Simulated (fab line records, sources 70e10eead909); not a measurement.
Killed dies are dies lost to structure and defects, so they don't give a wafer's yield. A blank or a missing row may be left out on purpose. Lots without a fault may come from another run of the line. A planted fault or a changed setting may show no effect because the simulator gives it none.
fab line records | flow nand_harc
record lots=6 wafers=18 last_day=24
route steps=1159 shown A_WL_FILL@817 END@1159
lots that met no fault: from a run of the same line without faults
start_h: hours from the record's first day to the start of the lot's first wafer shown | wait_h: hours since the lot's step before | " the same as in the row above | L1.1+2: a row that stands for several wafers | - no value, or no start given | * or withheld: withheld | < > ~ a bound
route shown NAME@n: a module of which the file shows steps, and the number in the route of the first | usual: mean/standard deviation of fault-free wafers | same: alike in all rows | chamber/n: place in a boat | sites: the reading at each site | _std_site: their standard deviation | _edge_site: outer sites' mean less inner sites' | radius_mm: how far each site lies from the wafer's centre | mask NAME#n: copy n | behind: the tool/chamber that last shaped the wafer | hold: why the lot was held/for how many hours/how that ended | device: the transistor (n, p or np) that didn't switch | end of line: the same wafers' tests at the end of the route | a step without rows: its recipe alone | killed: dies lost to structure and defects at the first sort, not the wafer's yield | map: a wafer's dies, x killed, . not, _ none there
set.NAME: the setting as run; set.NAME@STEP: as run at that earlier step | model.NAME: the simulator's own value behind a step, which no gauge read
lots at some steps of the route; a table a step, a row a wafer
services: from which hour (start_h, from the record's first day; less than 0 if before it) a tool's chamber was out of use, for how many hours, and why
## steps
# step NHARC_A_WL_FILL_STRIP_28
# recipe time_s=1200 temp_c=72.5 chemistry=post_etch_residue_remover
# step NHARC_A_WL_FILL_PRECLEAN_06
# recipe time_s=300 chemistry=DIW
# step NHARC_A_WL_FILL_SRD_07
# step NHARC_A_WL_FILL_ANNEAL_08
# recipe temp_c=450 time_s=1800
# step NHARC_A_WL_FILL_ALD_10
# recipe target_thk_a=500 pulse_time_s=10 ald_cycles=500 temp_c=300 material=SiO2
# usual heater_power_w=456/35 precursor_pulse_height_rel=0.999/0.022
# columns lot.wafer tool chamber start_h wait_h heater_power_w precursor_pulse_height_rel
L391.3 ald_hk-01 1 374.11 1.6 433 1.015
L391.6 " 2 " " 463 1.025
L391.5 " 3 " " 412 0.976
L395.1 ald_hk-04 0 411.15 0.6 509 0.985
L395.3 " 1 " " 441 1.023
L395.2 " 2 " " 486 0.980
L402.2 ald_hk-01 2 453.51 4.9 415 1.003
L402.6 " 3 " " 434 0.998
L402.5 " 0 " " 500 0.998
L405.1 ald_hk-01 2 467.24 0.2 429 0.957
L405.6 " 2 469.32 2.2 444 1.007
L405.5 " 3 " " 434 1.000
L407.2 ald_hk-02 1 478.57 0.1 439 1.001
L407.3 " 2 " " 509 0.977
L407.4 " 3 " " 413 0.971
L408.4 ald_hk-02 2 485.31 0.0 493 0.983
L408.6 " 2 487.39 2.1 481 0.983
L408.5 " 3 " " 413 1.030
# step NHARC_A_WL_FILL_ETCHBACK_16
# recipe target_depth_a=880 time_s=17.6 c4f8_flow_sccm=withheld o2_flow_sccm=8 ar_flow_sccm=withheld rf_w=600 bias_w=800 chemistry=C4F8/O2/Ar
# usual oes_product_au=0.991/0.024 rf_vpp_V=723/4.5
# columns lot.wafer tool chamber start_h wait_h oes_product_au rf_hours_counter_h rf_vpp_V
L391.3 rie_diel-13 3 - - 0.981 2 725
L391.6 " 1 " " 0.985 - 726
L391.5 " 2 " " 0.981 - 717
L395.3 rie_diel-09 0 - - 0.965 5 719
L395.1 " 2 " " 1.001 11 721
L395.2 " 3 " " 0.963 11 728
L402.2 rie_diel-09 3 - - 0.981 1 728
L402.5 " 3 " " 0.981 - 728
L402.6 " 0 " " 1.003 - 719
L405.1 rie_diel-06 0 - - 1.006 1 732
L405.5 " 3 " " 1.009 - 722
L405.6 " 0 " " 0.989 - 730
L407.3 rie_diel-06 2 - - 1.005 1 717
L407.2 " 3 " " 1.006 1 723
L407.4 " 0 " " 1.002 1 732
L408.4 rie_diel-06 0 - - 1.004 2 731
L408.6 " 2 " " 1.013 - 718
L408.5 " 3 " " 1.006 - 722
# step NHARC_A_WL_FILL_STRIP_29
# recipe time_s=20 o2_flow_sccm=500 ar_flow_sccm=0 bias_w=0 chemistry=O2
# usual drypump_motor_current_A=5.8/0.42 mfc_ar_sccm=0.005/0.0074 oes_product_au=1.001/0.011 rf_vpp_V=57.7/0.91 showerhead_plenum_p_Torr=3.51/0.15 throttle_valve_pct=17.037/0.0089
# columns lot.wafer tool chamber start_h wait_h drypump_motor_current_A mfc_ar_sccm oes_product_au rf_hours_counter_h rf_vpp_V showerhead_plenum_p_Torr throttle_valve_pct
L391.3 rie_diel-13 2 377.29 0.1 5.9 0 1.000 2 57.6 3.35 17.046
L391.6 " 2 " " 5.9 0 1.003 - 58.4 3.35 17.028
L391.5 " 3 " " 6.6 0 1.002 - 57.5 3.59 17.042
L395.3 rie_diel-09 2 415.40 0.1 5.7 0 1.010 11 58.0 3.44 17.017
L395.1 " 3 " " 5.5 0.013 0.984 11 57.8 3.69 17.030
L395.2 " 0 " " 5.7 0.002 1.004 5 56.9 3.37 17.030
L402.2 rie_diel-09 3 456.71 0.1 5.4 0.013 0.988 1 57.8 3.69 17.035
L402.6 " 0 " " 5.7 0.002 1.005 - 56.1 3.37 17.028
L402.5 " 1 " " 5.2 0 0.997 - 57.1 3.77 17.034
L405.1 rie_diel-06 1 472.00 0.1 5.3 0.027 1.009 1 58.5 3.39 17.035
L405.6 " 0 " " 5.6 0.009 1.006 - 58.5 3.78 17.032
L405.5 " 1 " " 5.3 0.027 1.003 - 57.1 3.39 17.023
L407.4 rie_diel-06 1 483.25 0.1 5.3 0.027 1.014 2 56.5 3.39 17.047
L407.3 " 3 " " 6.6 0.013 1.011 1 57.6 3.51 17.043
L407.2 " 0 " " 5.6 0.009 1.013 1 57.4 3.78 17.042
L408.4 rie_diel-06 0 490.07 0.1 5.6 0.009 1.009 2 60.1 3.78 17.037
L408.6 " 2 " " 5.7 0.009 1.010 - 58.0 3.30 17.041
L408.5 " 3 " " 6.6 0.013 1.014 - 57.4 3.51 17.048
# step NHARC_A_WL_FILL_ETCHBACK_17
# recipe target_depth_a=40 time_s=26.7 chemistry=Cl2/BCl3
# usual drypump_motor_current_A=5.93/0.24 oes_product_au=1.001/0.0081
# columns lot.wafer tool chamber start_h wait_h drypump_motor_current_A oes_product_au rf_hours_counter_h
L391.3 rie_metal-01 0 377.43 - 5.85 0.999 -
L391.6 " 1 " " 6.01 0.998 -
L391.5 " 0 " " 5.92 0.995 -
L395.2 rie_metal-03 1 415.48 - 6.03 0.996 3.8
L395.1 " 0 " " 5.86 1.016 3.9
L395.3 " 0 " " 5.89 1.013 -
L402.2 rie_metal-01 1 456.80 - 6.03 1.006 3.7
L402.5 " 0 " " 5.92 1.002 -
L402.6 " 1 " " 6.03 1.001 -
L405.1 rie_metal-01 0 472.08 - 5.93 1.002 4.0
L405.6 " 0 " " 5.93 0.995 -
L405.5 " 1 " " 6.04 1.002 -
L407.2 rie_metal-03 1 483.34 - 5.99 0.998 0.7
L407.4 " 1 " " 6.03 1.014 -
L407.3 " 0 " " 5.81 1.001 -
L408.4 rie_metal-01 0 490.19 - 5.87 1.007 -
L408.6 " 0 " " 5.89 0.994 -
L408.5 " 1 " " 6.05 1.012 -
# step NHARC_A_WL_FILL_PRECLEAN_18
# recipe time_s=30 chemistry=dHF
# step NHARC_A_WL_FILL_SRD_21
# step NHARC_A_WL_FILL_CVD_23
# recipe target_thk_a=400 temp_c=620 pressure_mtorr=200 time_s=800 material=poly-Si
# step NHARC_A_WL_FILL_ETCHBACK_26
# recipe target_depth_a=520 time_s=13.3 hbr_flow_sccm=150 rf_w=350 icp_w=350 bias_w=60 chemistry=HBr
# usual drypump_motor_current_A=5.9/0.36 oes_product_au=0.997/0.0094 throttle_valve_pct=23.265/0.0097
# columns lot.wafer tool chamber start_h wait_h drypump_motor_current_A oes_product_au rf_hours_counter_h throttle_valve_pct
L391.3 rie_si-01 0 382.57 0.4 5.5 0.992 0.4 23.267
L391.6 " 1 " " 5.9 0.993 - 23.268
L391.5 " 2 " " 6.4 1.002 - 23.261
L395.3 rie_si-04 1 420.77 0.4 6.0 0.997 1.1 23.288
L395.1 " 2 " " 6.1 0.999 1.1 23.255
L395.2 " 3 " " 5.0 1.005 1.0 23.249
L402.2 rie_si-01 3 461.83 0.4 5.8 0.856 1.1 23.282
L402.5 " 2 " " 6.5 0.873 - 23.251
L402.6 " 3 " " 5.8 0.986 - 23.275
L405.1 rie_si-01 1 477.42 0.4 6.0 0.859 1.2 23.266
L405.6 " 0 " " 5.5 0.999 - 23.266
L405.5 " 1 " " 6.0 0.871 - 23.252
L407.2 rie_si-05 0 488.57 0.4 5.9 0.999 0.5 23.262
L407.3 " 1 " " 5.7 0.998 0.4 23.257
L407.4 " 2 " " 5.5 1.000 0.3 23.275
L408.4 rie_si-05 1 495.54 0.4 5.7 0.981 0.4 23.253
L408.5 " 2 " " 5.5 1.003 - 23.261
L408.6 " 3 " " 6.2 1.001 - 23.269
# step NHARC_A_WL_FILL_PRECLEAN_30
# recipe time_s=10 chemistry=dHF
# step NHARC_END_SORT_01
# recipe temp_c=25
# usual killed_at_array=26/10 killed_at_other=0.5/0.87 killed_at_periphery=3.0/2.5 killed_dies=29/11 killed_open=3.3/1.9 killed_short=1.8/1.5
# same gross_dies=677
# columns lot.wafer tool chamber start_h wait_h killed_at_array killed_at_other killed_at_periphery killed_dies killed_open killed_short
L391.3 prober-01 0 469.73 3.1 31 0 2 33 3 2
L391.5 prober-01 0 471.31 3.7 21 0 4 25 0 1
L391.6 prober-01 0 472.10 3.9 28 0 0 28 4 0
L395.1 prober-02 0 499.11 2.5 48 0 2 50 4 1
L395.2 prober-02 0 499.92 2.8 37 0 3 40 5 1
L395.3 prober-02 0 500.73 3.1 42 0 0 42 1 0
L405.1 prober-02 0 557.88 2.5 12 1 4 17 3 3
L405.5 prober-02 0 561.05 3.7 14 0 0 14 2 1
L405.6 prober-02 0 561.84 4.0 14 1 2 17 4 1
L402.2 prober-01 0 558.72 2.8 38 1 5 44 5 4
L402.5 prober-01 0 561.09 3.7 34 0 3 37 3 1
L402.6 prober-01 0 561.89 4.0 26 1 3 30 6 2
L407.2 prober-02 0 575.14 2.8 32 3 1 36 6 1
L407.3 prober-02 0 575.92 3.1 37 3 4 44 4 5
L407.4 prober-02 0 576.69 3.3 27 2 2 31 0 0
L408.4 prober-01 0 584.60 3.4 40 1 5 46 3 3
L408.5 prober-01 0 585.40 3.7 35 2 3 40 6 1
L408.6 prober-01 0 586.19 4.0 45 1 4 50 3 3
# killed by level:class
L391.3 A_SLIT:chamber_film_flake=13 A_CHANNEL_FILL_D1:chamber_film_flake=7 A_CHANNEL_HOLE_D1:chamber_film_flake=4 A_SGD_CUT:chamber_film_flake=2 A_ONON_D1:geometric_particle:short=1 A_ONON_D1:geometric_particle:open=1 A_CHANNEL_HOLE_D1:geometric_particle:open=1 A_WL_FILL:geometric_particle:short=1
L391.5 A_SLIT:chamber_film_flake=12 P_STI:chamber_film_flake=4 A_CHANNEL_FILL_D1:chamber_film_flake=3 A_CHANNEL_HOLE_D1:chamber_film_flake=2 A_STAIRCASE:chamber_film_flake=2 A_ONON_D1:geometric_particle:short=1 A_SGD_CUT:chamber_film_flake=1
L391.6 A_SLIT:chamber_film_flake=16 A_CHANNEL_FILL_D1:chamber_film_flake=4 A_CHANNEL_HOLE_D1:geometric_particle:open=2 A_CHANNEL_HOLE_D1:chamber_film_flake=2 A_CHANNEL_FILL_D1:geometric_particle:open=1 A_CONTACT:geometric_particle:open=1 A_STAIRCASE:chamber_film_flake=1 A_CONTACT:chamber_film_flake=1
L395.1 A_SLIT:chamber_film_flake=15 A_CHANNEL_HOLE_D1:chamber_film_flake=14 A_M1:chamber_film_flake=6 A_CONTACT:chamber_film_flake=4 A_WL_FILL:geometric_particle:open=3 A_STAIRCASE:chamber_film_flake=2 A_WL_FILL:geometric_particle:short=1 A_M0:geometric_particle:open=1
L395.2 A_CHANNEL_HOLE_D1:chamber_film_flake=17 A_SLIT:chamber_film_flake=9 A_M1:chamber_film_flake=5 A_CONTACT:geometric_particle:open=2 P_M1:geometric_particle:open=1 P_BONDPAD:geometric_particle:open=1 A_ONON_D1:geometric_particle:open=1 A_WL_FILL:geometric_particle:short=1
L395.3 A_CHANNEL_HOLE_D1:chamber_film_flake=23 A_SLIT:chamber_film_flake=12 A_M1:chamber_film_flake=6 A_CONTACT:geometric_particle:open=1
L405.1 P_GATE:chamber_film_flake=3 A_CHANNEL_HOLE_D1:chamber_film_flake=3 A_CONTACT:chamber_film_flake=2 P_M2:geometric_particle:open=1 A_CHANNEL_FILL_D1:geometric_particle:short=1 A_WL_FILL:geometric_particle:open=1 A_M0:geometric_particle:open=1 A_M0:geometric_particle:short=1
L402.2 A_CHANNEL_HOLE_D1:chamber_film_flake=21 A_CONTACT:chamber_film_flake=5 A_STAIRCASE:chamber_film_flake=4 A_WL_FILL:geometric_particle:short=2 P_STI:chamber_film_flake=2 P_CONTACT:geometric_particle:open=1 P_M0:geometric_particle:open=1 A_CHANNEL_FILL_D1:geometric_particle:short=1
L405.5 A_CHANNEL_HOLE_D1:chamber_film_flake=6 A_STAIRCASE:chamber_film_flake=3 A_CONTACT:chamber_film_flake=2 A_CHANNEL_FILL_D1:geometric_particle:open=1 A_WL_FILL:geometric_particle:open=1 A_M0:geometric_particle:short=1
L402.5 A_CHANNEL_HOLE_D1:chamber_film_flake=21 A_STAIRCASE:chamber_film_flake=5 A_CONTACT:chamber_film_flake=5 P_STI:chamber_film_flake=2 P_GATE:geometric_particle:open=1 A_SOURCE_PLATE:geometric_particle:short=1 A_CHANNEL_FILL_D1:geometric_particle:open=1 A_M0:geometric_particle:open=1
L405.6 A_CHANNEL_HOLE_D1:chamber_film_flake=4 A_STAIRCASE:chamber_film_flake=2 A_SLIT:chamber_film_flake=2 A_CONTACT:chamber_film_flake=2 P_CONTACT:geometric_particle:open=1 A_SOURCE_PLATE:geometric_particle:short=1 A_CHANNEL_FILL_D1:geometric_particle:open=1 A_BLC:geometric_particle:open=1
L402.6 A_CHANNEL_HOLE_D1:chamber_film_flake=16 A_CONTACT:chamber_film_flake=4 P_GATE:geometric_particle:open=1 P_M0:geometric_particle:short=1 A_SOURCE_PLATE:geometric_particle:open=1 A_STAIRCASE:chamber_film_flake=1 A_WL_FILL:geometric_particle:open=1 A_CONTACT:geometric_particle:open=1
L407.2 A_SLIT:chamber_film_flake=12 A_CHANNEL_HOLE_D1:chamber_film_flake=7 A_STAIRCASE:chamber_film_flake=3 A_CONTACT:chamber_film_flake=3 THIN_TSV:chamber_film_flake=3 A_CHANNEL_FILL_D1:geometric_particle:open=2 P_M0:geometric_particle:open=1 A_SGD_CUT:geometric_particle:short=1
L407.3 A_SLIT:chamber_film_flake=16 A_CHANNEL_HOLE_D1:chamber_film_flake=6 A_STAIRCASE:chamber_film_flake=3 A_WL_FILL:chamber_film_flake=3 THIN_TSV:chamber_film_flake=3 A_CONTACT:geometric_particle:short=2 A_CONTACT:chamber_film_flake=2 P_GATE:geometric_particle:open=1
L407.4 A_SLIT:chamber_film_flake=11 A_CHANNEL_HOLE_D1:chamber_film_flake=6 A_STAIRCASE:chamber_film_flake=4 A_WL_FILL:chamber_film_flake=4 P_M2:chamber_film_flake=2 THIN_TSV:chamber_film_flake=2 A_ZERO_WELL:chamber_film_flake=1 A_CONTACT:chamber_film_flake=1
L408.4 A_SLIT:chamber_film_flake=12 A_CHANNEL_HOLE_D1:chamber_film_flake=9 A_CONTACT:chamber_film_flake=9 A_STAIRCASE:chamber_film_flake=5 P_GATE:chamber_film_flake=2 A_M0:chamber_film_flake=2 P_GATE:geometric_particle:open=1 P_GATE:geometric_particle:short=1
L408.5 A_SLIT:chamber_film_flake=14 A_CHANNEL_HOLE_D1:chamber_film_flake=10 A_SGD_CUT:geometric_particle:open=2 A_STAIRCASE:chamber_film_flake=2 A_CONTACT:chamber_film_flake=2 THIN_TSV:chamber_film_flake=2 P_GATE:geometric_particle:open=1 P_CONTACT:geometric_particle:open=1
L408.6 A_SLIT:chamber_film_flake=21 A_CHANNEL_HOLE_D1:chamber_film_flake=7 A_CONTACT:chamber_film_flake=7 A_STAIRCASE:chamber_film_flake=5 A_WL_FILL:geometric_particle:short=2 P_GATE:chamber_film_flake=2 P_M1:geometric_particle:open=1 A_SOURCE_PLATE:geometric_particle:short=1
## services
# columns tool chamber start_h hours kind
rie_diel-06 0 350.17 4.5 repair
rie_si-05 - 366.65 1.3 repair
rie_diel-13 1 368.54 4.2 repair
ald_hk-04 - 371.15 10.0 pm
rie_diel-06 0 372.71 - clean
rie_diel-06 1 372.71 - clean
rie_diel-09 - 377.78 1.4 repair
rie_si-01 2 393.17 15.7 repair
rie_si-01 1 395.98 11.6 repair
rie_si-01 - 399.23 0.7 repair
ald_hk-01 - 408.20 10.0 pm
rie_si-01 0 408.96 6.3 repair
rie_si-05 - 416.00 9.0 pm
rie_diel-06 - 418.20 9.0 pm
rie_diel-06 - 429.09 23.0 repair
rie_diel-09 - 431.10 9.0 pm
rie_diel-13 - 453.00 9.0 pm
rie_metal-03 - 453.00 9.0 pm
rie_si-04 - 453.00 9.0 pm
ald_hk-02 - 461.79 10.0 pm
rie_metal-01 1 465.39 4.4 repair
rie_si-05 3 467.88 4.2 repair
rie_si-01 - 481.00 9.0 pm
rie_diel-09 3 486.74 2.6 repair
## key
first_sign step=NHARC_A_WL_FILL_ETCHBACK_26 reading=oes_product_au direction=down sigmas=14 usual=0.997 struck=0.865
effect none on later readings
met_at NHARC_A_WL_FILL_ETCHBACK_26
struck_wafers L402.2,L402.5,L405.1,L405.5
tester_left_out L402,L405
onset_between 382.57 461.83
fault kind=process_parameter_drift tool=rie_si-01 chamber=- onset_h=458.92 steps=NHARC_A_WL_FILL_ETCHBACK_26 channel=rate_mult offset=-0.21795 shape=step end_h=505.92 scope=struck_wafers_only
# tester_left_out: of these lots the tester's yield and bins aren't shown, on N5 and GAA mostly nor the transistor test; their killed dies are dies lost to structure and defects alone, not to doping, threshold or leakage, so they don't give the yield
